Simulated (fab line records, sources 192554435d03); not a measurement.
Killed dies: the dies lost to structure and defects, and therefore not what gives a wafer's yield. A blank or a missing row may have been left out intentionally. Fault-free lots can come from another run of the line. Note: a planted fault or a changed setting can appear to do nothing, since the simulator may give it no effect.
Matching of chambers || flow n5 finfet || pecvd-03 running N5_BEOL_M2_ILD_DEP_00: 3 sister chambers
The step deposits SiOC from DEMS/O2, target thk 79 nm, time 15.3 s. 20 wafers are shown with their chamber, then 10 later ones without.

## WAFERS WITH THEIR CHAMBER
{"wafer": "L077.2", "chamber": 1, "throttle valve pct (%)": 12.5, "heater power w (W)": 573, "showerhead plenum p Torr (Torr)": 5.706}
{"wafer": "L077.3", "chamber": 2, "throttle valve pct (%)": 11.6, "heater power w (W)": 344, "showerhead plenum p Torr (Torr)": 5.687}
{"wafer": "L077.5", "chamber": 2, "throttle valve pct (%)": 11.8, "heater power w (W)": 340, "showerhead plenum p Torr (Torr)": 5.698}
{"wafer": "L078.1", "chamber": 0, "throttle valve pct (%)": 11.4, "heater power w (W)": 483, "showerhead plenum p Torr (Torr)": 5.708}
{"wafer": "L078.2", "chamber": 1, "throttle valve pct (%)": 12.7, "heater power w (W)": 569, "showerhead plenum p Torr (Torr)": 5.712}
{"wafer": "L078.6", "chamber": 0, "throttle valve pct (%)": 11.4, "heater power w (W)": 477, "showerhead plenum p Torr (Torr)": 5.689}
{"wafer": "L080.2", "chamber": 0, "throttle valve pct (%)": 11.6, "heater power w (W)": 544, "showerhead plenum p Torr (Torr)": 5.706}
{"wafer": "L080.3", "chamber": 2, "throttle valve pct (%)": 11.7, "heater power w (W)": 370, "showerhead plenum p Torr (Torr)": 5.691}
{"wafer": "L080.5", "chamber": 1, "throttle valve pct (%)": 12.5, "heater power w (W)": 579, "showerhead plenum p Torr (Torr)": 5.715}
{"wafer": "L082.1", "chamber": 1, "throttle valve pct (%)": 12.5, "heater power w (W)": 527, "showerhead plenum p Torr (Torr)": 5.731}
{"wafer": "L082.2", "chamber": 0, "throttle valve pct (%)": 11.4, "heater power w (W)": 551, "showerhead plenum p Torr (Torr)": 5.681}
{"wafer": "L082.3", "chamber": 2, "throttle valve pct (%)": 11.5, "heater power w (W)": 378, "showerhead plenum p Torr (Torr)": 5.670}
{"wafer": "L084.2", "chamber": 2, "throttle valve pct (%)": 11.7, "heater power w (W)": 338, "showerhead plenum p Torr (Torr)": 5.674}
{"wafer": "L084.3", "chamber": 0, "throttle valve pct (%)": 11.4, "heater power w (W)": 546, "showerhead plenum p Torr (Torr)": 5.693}
{"wafer": "L084.4", "chamber": 0, "throttle valve pct (%)": 11.5, "heater power w (W)": 558, "showerhead plenum p Torr (Torr)": 5.675}
{"wafer": "L086.2", "chamber": 1, "throttle valve pct (%)": 12.6, "heater power w (W)": 572, "showerhead plenum p Torr (Torr)": 5.728}
{"wafer": "L086.4", "chamber": 1, "throttle valve pct (%)": 12.3, "heater power w (W)": 571, "showerhead plenum p Torr (Torr)": 5.710}
{"wafer": "L086.5", "chamber": 0, "throttle valve pct (%)": 11.5, "heater power w (W)": 517, "showerhead plenum p Torr (Torr)": 5.688}
{"wafer": "L088.1", "chamber": 1, "throttle valve pct (%)": 12.7, "heater power w (W)": 552, "showerhead plenum p Torr (Torr)": 5.716}
{"wafer": "L088.3", "chamber": 1, "throttle valve pct (%)": 12.7, "heater power w (W)": 558, "showerhead plenum p Torr (Torr)": 5.718}

SIGNATURES (averages over the wafers above)
{"reading": "throttle valve pct", "chamber 0": 11.457, "chamber 1": 12.562, "chamber 2": 11.660, "scatter within a chamber": 0.116}
{"reading": "heater power w", "chamber 0": 525.14, "chamber 1": 562.62, "chamber 2": 354.00, "scatter within a chamber": 24.3}
{"reading": "showerhead plenum p Torr", "chamber 0": 5.69143, "chamber 1": 5.71700, "chamber 2": 5.68400, "scatter within a chamber": 0.0107}
Rule: for a wafer and a chamber, the distance is found by dividing, reading by reading, the gap between the wafer's reading and the chamber's mean by the reading's scatter, squaring, summing and taking the root. If the next closest chamber is less than 2 further off than the closest, the wafer can't be placed; otherwise it belongs to the closest. The scatter is the square root of a quotient: the sum, over the shown wafers, of each reading's squared deviation from its chamber's mean, divided by wafers minus chambers.

## WAFERS WITHOUT THEIR CHAMBER
{"wafer": "L088.4", "throttle valve pct (%)": 11.6, "heater power w (W)": 524, "showerhead plenum p Torr (Torr)": 5.684}
{"wafer": "L092.1", "throttle valve pct (%)": 11.6, "heater power w (W)": 488, "showerhead plenum p Torr (Torr)": 5.690}
{"wafer": "L092.4", "throttle valve pct (%)": 11.5, "heater power w (W)": 497, "showerhead plenum p Torr (Torr)": 5.689}
{"wafer": "L092.6", "throttle valve pct (%)": 10.9, "heater power w (W)": 358, "showerhead plenum p Torr (Torr)": 5.673}
{"wafer": "L093.1", "throttle valve pct (%)": 11.1, "heater power w (W)": 355, "showerhead plenum p Torr (Torr)": 5.682}
{"wafer": "L093.2", "throttle valve pct (%)": 12.3, "heater power w (W)": 483, "showerhead plenum p Torr (Torr)": 5.714}
{"wafer": "L093.6", "throttle valve pct (%)": 10.8, "heater power w (W)": 363, "showerhead plenum p Torr (Torr)": 5.669}
{"wafer": "L094.2", "throttle valve pct (%)": 10.7, "heater power w (W)": 309, "showerhead plenum p Torr (Torr)": 5.677}
{"wafer": "L094.3", "throttle valve pct (%)": 12.4, "heater power w (W)": 505, "showerhead plenum p Torr (Torr)": 5.721}
{"wafer": "L094.6", "throttle valve pct (%)": 12.2, "heater power w (W)": 507, "showerhead plenum p Torr (Torr)": 5.720}

## THE CHAMBER EACH PASSED THROUGH
{"wafer": "L088.4", "from the rows above": 0, "in truth": 0}
{"wafer": "L092.1", "from the rows above": 0, "in truth": 0}
{"wafer": "L092.4", "from the rows above": 0, "in truth": 0}
{"wafer": "L092.6", "from the rows above": "can't be placed: 2 or 0", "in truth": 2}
{"wafer": "L093.1", "from the rows above": 2, "in truth": 2}
{"wafer": "L093.2", "from the rows above": 1, "in truth": 1}
{"wafer": "L093.6", "from the rows above": "can't be placed: 2 or 0", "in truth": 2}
{"wafer": "L094.2", "from the rows above": 2, "in truth": 2}
{"wafer": "L094.3", "from the rows above": 1, "in truth": 1}
{"wafer": "L094.6", "from the rows above": 1, "in truth": 1}
Placed correctly: 8 of 10. From these rows, 2 cannot be placed; in 2 the true chamber is one of the candidates. 0 placed wrongly.
